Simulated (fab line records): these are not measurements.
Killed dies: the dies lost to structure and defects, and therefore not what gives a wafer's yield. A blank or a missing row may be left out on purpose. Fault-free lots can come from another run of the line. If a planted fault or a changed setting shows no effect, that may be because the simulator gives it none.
Chamber matching    flow n5Finfet    N5_MOL_CONTACT_COAG_DESCUM_45 on rieDiel-06 has 4 sister chambers
The step chemistry O2, time 7 s. 16 wafers are shown with their chamber, then 8 later ones without.

WAFERS WITH THEIR CHAMBER
wafer   chamber  drypumpMotorCurrentA (A)  showerheadPlenumPTorr (Torr)  throttleValvePct (%)
L075.1  3        6.4                       2.10                          20.61
L075.2  2        5.4                       2.18                          20.78
L075.5  1        5.0                       2.04                          20.51
L076.2  2        5.4                       2.18                          20.78
L076.4  3        6.4                       2.10                          20.61
L076.5  2        5.5                       2.18                          20.77
L084.1  3        6.4                       2.09                          20.63
L084.3  2        5.5                       2.17                          20.80
L084.6  1        5.0                       2.04                          20.13
L086.3  0        5.7                       2.05                          20.21
L086.4  1        5.0                       2.04                          20.15
L086.5  2        5.4                       2.17                          20.82
L090.1  2        5.4                       2.17                          20.82
L090.2  0        5.7                       2.05                          20.23
L090.3  1        5.0                       2.04                          20.15
L092.4  0        5.7                       2.04                          20.25

SIGNATURES (means of the wafers above)
reading                chamber 0  chamber 1  chamber 2  chamber 3  scatter within a chamber
drypumpMotorCurrentA   5.700      5.000      5.433      6.400      0.0333
showerheadPlenumPTorr  2.0467     2.0400     2.1750     2.0967     0.00486
throttleValvePct       20.2300    20.2350    20.7950    20.6167    0.0933
Rule: a wafer's distance from a chamber is the root of the sum, over the readings, of the square of ((its reading less the chamber's mean) divided by the reading's scatter). The wafer belongs to the nearest chamber; if the next one is less than 2 further off, it can't be placed. How the scatter is found: for the shown wafers, subtract from each reading the mean of its chamber, square and add these, divide the total by (wafers less chambers), then take the root.

WAFERS WITHOUT THEIR CHAMBER
wafer   drypumpMotorCurrentA (A)  showerheadPlenumPTorr (Torr)  throttleValvePct (%)
L092.5  5.0                       2.03                          20.17
L092.6  5.5                       2.17                          20.83
L094.1  5.4                       2.17                          20.83
L094.2  6.4                       2.09                          20.66
L094.3  5.7                       2.04                          20.24
L097.1  5.4                       2.16                          20.85
L097.3  5.0                       2.03                          20.17
L097.6  5.7                       2.04                          20.24

WHICH CHAMBER EACH ONE RAN IN
wafer   from the rows above  in truth
L092.5  1                    1
L092.6  2                    2
L094.1  2                    2
L094.2  3                    3
L094.3  0                    0
L097.1  2                    2
L097.3  1                    1
L097.6  0                    0
8 of 8 placed correctly. Can't be placed from these rows: 0. 0 placed wrongly.
